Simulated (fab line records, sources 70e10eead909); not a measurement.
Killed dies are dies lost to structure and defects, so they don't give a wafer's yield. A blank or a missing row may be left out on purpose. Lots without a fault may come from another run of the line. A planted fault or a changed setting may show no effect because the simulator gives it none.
Which tool did it? | flow nand_harc | 12 lots, 36 wafers sampled, at 1 step of a route of 1302

WHAT THE GAUGES READ, wafer by wafer
NHARC_P_M0_CD_MEAS_09: target cd 90 nm.
lot  | measured     | on        | cd_nm (nm)
L075 | day 6 16:55  | cd_sem-03 | 91.9 90.6 89.2
L077 | day 7 12:44  | cd_sem-01 | 89.4 91.6 90.6
L079 | day 8 06:50  | cd_sem-02 | 90.8 90.7 90.8
L081 | day 8 23:55  | cd_sem-02 | 90.3 91.9 89.5
L083 | day 10 07:24 | cd_sem-01 | 91.5 91.2 90.7
L085 | day 10 14:53 | cd_sem-01 | 91.2 90.5 91.5
L087 | day 11 10:00 | cd_sem-03 | 90.6 91.2 91.9
L089 | day 12 06:04 | cd_sem-02 | 90.4 91.0 90.9
L091 | day 13 09:40 | cd_sem-01 | 90.6 91.1 92.0
L093 | day 14 06:20 | cd_sem-01 | 89.1 90.4 90.0
L095 | day 14 21:43 | cd_sem-03 | 90.8 89.9 90.3
L097 | day 15 19:32 | cd_sem-02 | 89.6 89.4 88.7

WHICH TOOL RAN EACH LOT (tool, then ch and the chambers of the sampled wafers, then the start)
The record holds no process step before these readings.

THE ANSWER, worked out from the rows above alone
Rule: what is usual is taken from the lots themselves. Put in order of their means at a reading, lots are off if they are a third of the lots or fewer, leave a main group of 4 or more, and stand apart from it by a gap of 3 or more times the standard deviation of the main group's means; of several such gaps the widest counts. A main group whose means are all the same, to the digits that the tables above print for the reading, isn't used. A lot without any number at a reading at which 4 lots or more have one is off too. The other lots that the step has rows for count as sound.
No lot is off at any reading shown: from this, nothing can be told.

WHAT THE SIMULATOR HAD PUT IN
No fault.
